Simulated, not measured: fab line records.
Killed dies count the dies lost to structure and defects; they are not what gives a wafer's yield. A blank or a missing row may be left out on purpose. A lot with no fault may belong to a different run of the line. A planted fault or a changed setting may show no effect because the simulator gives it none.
Chamber matching | flow nand-harc | NHARC_A_SGD_CUT_DEP_00 on pecvd-04 has 3 sister chambers
The step deposits SiNx, target thk 50 nm. 3 wafers are shown with their chamber, then 7 later ones without.

WAFERS PAIRED WITH THEIR CHAMBERS
wafer  | chamber | heater-power-outer-w (W)
L079.3 | 1       | 339
L080.3 | 2       | 469
L080.4 | 0       | 414

WAFERS WITH NO CHAMBER GIVEN
wafer  | heater-power-outer-w (W)
L080.5 | 466
L085.2 | 455
L085.3 | 463
L085.5 | 350
L089.2 | 452
L089.4 | 361
L089.5 | 445

THE CHAMBER EACH PASSED THROUGH
wafer  | from the rows above     | in truth
L080.5 | 2                       | 2
L085.2 | can't be placed: 2 or 0 | 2
L085.3 | 2                       | 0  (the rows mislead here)
L085.5 | 1                       | 1
L089.2 | can't be placed: 2 or 0 | 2
L089.4 | can't be placed: 1 or 0 | 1
L089.5 | can't be placed: 2 or 0 | 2
2 of 7 placed correctly. Unplaceable from these rows: 4, with the true chamber sitting among the candidates in 4. Placed wrongly: 1.
How it was worked out, from the rows above alone: a wafer's distance from a chamber is the root of the sum, over the readings, of the square of ((its reading less the chamber's mean) divided by the reading's scatter). If the next closest chamber is less than 2 further off than the closest, the wafer can't be placed; otherwise it belongs to the closest. For every chamber, the mean is computed from those of its wafers that are shown. The scatter: root of mean squared gap, hidden wafer to nearest shown wafer, with one shown wafer a chamber.
